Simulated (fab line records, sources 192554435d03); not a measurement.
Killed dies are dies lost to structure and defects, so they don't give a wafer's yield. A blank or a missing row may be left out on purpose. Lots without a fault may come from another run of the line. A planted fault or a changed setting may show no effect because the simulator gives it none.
Chamber matching | flow n5_finfet | N5_BEOL_M10_ALD_74 on ald_metal-03: 4 sister chambers
The step deposits TaN, target thk 2 nm, pulse time 2 s, purge time 3 s. 8 wafers are shown with their chamber, then 7 later ones without.

WAFERS WITH THEIR CHAMBER
wafer  | chamber | heater_power_w (W) | susceptor_temp_C (C)
L079.2 | 3       | 482                | 275.15
L079.5 | 0       | 394                | 275.09
L082.1 | 3       | 492                | 274.91
L082.6 | 0       | 375                | 275.08
L088.3 | 2       | 494                | 275.37
L088.6 | 2       | 475                | 274.98
L094.3 | 1       | 417                | 274.82
L094.5 | 1       | 412                | 274.90

WAFERS WITHOUT THEIR CHAMBER
wafer  | heater_power_w (W) | susceptor_temp_C (C)
L094.6 | 394                | 275.00
L095.2 | 489                | 275.16
L095.4 | 474                | 274.90
L095.5 | 383                | 275.21
L097.1 | 378                | 275.01
L097.3 | 474                | 275.05
L097.4 | 487                | 275.25

WHICH CHAMBER EACH WENT THROUGH
wafer  | from the rows above     | in truth
L094.6 | can't be placed: 0 or 1 | 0
L095.2 | can't be placed: 2 or 3 | 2
L095.4 | can't be placed: 3 or 2 | 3
L095.5 | 0                       | 0
L097.1 | 0                       | 0
L097.3 | can't be placed: 3 or 2 | 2
L097.4 | can't be placed: 2 or 3 | 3
Placed correctly: 2 of 7. Can't be placed from these rows: 5 (the true chamber is among the candidates in 5). Placed wrongly: 0.
How it was worked out, from the rows above alone: a wafer's distance from a chamber is the root of the sum, over the readings, of the square of ((its reading less the chamber's mean) divided by the reading's scatter). The wafer belongs to the nearest chamber; if the next one is less than 2 further off, it can't be placed. A chamber's mean is the mean of its shown wafers. The scatter: the root of (the sum of the squares of (reading less its chamber's mean) over the shown wafers, divided by (wafers less chambers)).
